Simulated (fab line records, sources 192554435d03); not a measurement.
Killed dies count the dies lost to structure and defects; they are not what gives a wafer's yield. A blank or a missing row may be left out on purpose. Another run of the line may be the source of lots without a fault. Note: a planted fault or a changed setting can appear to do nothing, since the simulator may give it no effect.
What tool caused it? -- flow n5-finfet -- Sampling: 7 lots, 21 wafers, 6 of 1938 route steps

WHAT EACH GAUGE READ, for each wafer
N5_BEOL_M0_SAQP_CD_MEAS_29: target cd 14.4 nm.
lot,measured,on,cd-nm (nm)
L472,day 6 06:19,cd-sem-02,15.18 15.42 15.09
L475,day 6 21:16,cd-sem-03,15.15 15.13 14.90
L478,day 7 17:56,cd-sem-01,14.83 15.14 15.08
L480,day 8 03:47,cd-sem-02,14.57 14.97 14.83
L482,day 8 16:52,cd-sem-02,14.91 15.09 14.95
L485,day 9 12:52,cd-sem-01,- - -
L493,day 11 10:31,cd-sem-02,14.94 14.91 14.94

WHICH TOOL RAN EACH LOT (tool, then ch and the chambers of the sampled wafers, then the start)
lot,N5_MOL_CONTACT_COAG_ETCHBACK_136,N5_MOL_CONTACT_COAG_ETCH_48,N5_MOL_CONTACT_COAG_STRIP_72,N5_BEOL_M0_SAQP_PECVD_96,N5_BEOL_M0_SAQP_MANDREL_ETCH_103
L472,"rie-diel-01 ch 1,3, day 5 19:04","rie-diel-01 ch 1,3, day 5 19:10","rie-diel-01 ch 1,3, day 5 19:13","pecvd-03 ch 0,2, day 6 01:51","rie-si-01 ch 0,2, day 6 04:34"
L475,"rie-diel-06 ch 2,3, day 6 11:16","rie-diel-06 ch 2,3, day 6 11:22","rie-diel-06 ch 2,3, day 6 11:25","pecvd-03 ch 0,2, day 6 16:44","rie-si-02 ch 0,1, day 6 19:42"
L478,"rie-diel-06 ch 0,1,3, day 7 06:40","rie-diel-06 ch 0,1,3, day 7 06:46","rie-diel-06 ch 0,1,3, day 7 06:49","pecvd-01 ch 0,1,2, day 7 13:43","rie-si-02 ch 2,3, day 7 16:15"
L480,"rie-diel-06 ch 0,2,3, day 7 16:49","rie-diel-06 ch 0,2,3, day 7 16:55","rie-diel-06 ch 0,2,3, day 7 16:58","pecvd-03 ch 0,1,2, day 7 22:50","rie-si-01 ch 0,3, day 8 01:47"
L482,"rie-diel-06 ch 1,2, day 8 04:22","rie-diel-06 ch 1,2, day 8 04:28","rie-diel-06 ch 1,2, day 8 04:32","pecvd-01 ch 0,1,2, day 8 11:31","rie-si-01 ch 0,1,3, day 8 14:01"
L485,"rie-diel-01 ch 0,3, day 9 02:14","rie-diel-01 ch 0,3, day 9 02:20","rie-diel-01 ch 0,3, day 9 02:23","pecvd-03 ch 0,2, day 9 07:46","rie-si-03 ch 1,2, day 9 11:14"
L493,"rie-diel-06 ch 0,2, day 10 22:53","rie-diel-06 ch 0,2, day 10 22:59","rie-diel-06 ch 0,2, day 10 23:02","pecvd-01 ch 0,1, day 11 05:40","rie-si-02 ch 0,1, day 11 08:38"
- N5_MOL_CONTACT_COAG_ETCHBACK_136: etches SiO2 in CHF3, target depth 25 nm, time 16.7 s.
- N5_MOL_CONTACT_COAG_ETCH_48: etches SiOC in C4F6/O2, target depth 15 nm, overetch 4.5 nm, time 17 s.
- N5_MOL_CONTACT_COAG_STRIP_72: strips in N2/H2.
- N5_BEOL_M0_SAQP_PECVD_96: deposits a-Si from SiH4/He, target thk 45 nm, time 45.2 s.
- N5_BEOL_M0_SAQP_MANDREL_ETCH_103: etches a-Si in HBr/Cl2, stops on SiCN, target depth 45 nm, bt time 10 s, time 27 s.

THE ANSWER, worked out from the rows above alone
Rule: the lots themselves supply what counts as usual. The widest of any qualifying gaps counts: lots, ordered by their means at a reading, are off when they make up no more than a third of the lots, leave a main group of 4 or more, and stand apart from it by 3 or more times the standard deviation of that group's means. A main group whose means are all the same, to the digits that the tables above print for the reading, isn't used. Also off: a lot with no number at a reading for which 4 or more lots have one. Any other lot the step has rows for is counted as sound.
Off: L485, at N5_BEOL_M0_SAQP_CD_MEAS_29 (cd-nm). Without a number there: L485. Mean 15.00 nm and standard deviation 0.13 in the main group.
A tool fits if, at a process step before that reading, it ran every lot that is off, and no sound lot after the first of them. Those tools and the gauges at N5_BEOL_M0_SAQP_CD_MEAS_29 are tried in the same way. Can't be told from this: 4 tools fit, rie-diel-01 at N5_MOL_CONTACT_COAG_ETCHBACK_136 and N5_MOL_CONTACT_COAG_ETCH_48 and N5_MOL_CONTACT_COAG_STRIP_72, pecvd-03 at N5_BEOL_M0_SAQP_PECVD_96, rie-si-03 at N5_BEOL_M0_SAQP_MANDREL_ETCH_103, cd-sem-01 at N5_BEOL_M0_SAQP_CD_MEAS_29.

WHAT WAS PUT IN BY THE SIMULATOR
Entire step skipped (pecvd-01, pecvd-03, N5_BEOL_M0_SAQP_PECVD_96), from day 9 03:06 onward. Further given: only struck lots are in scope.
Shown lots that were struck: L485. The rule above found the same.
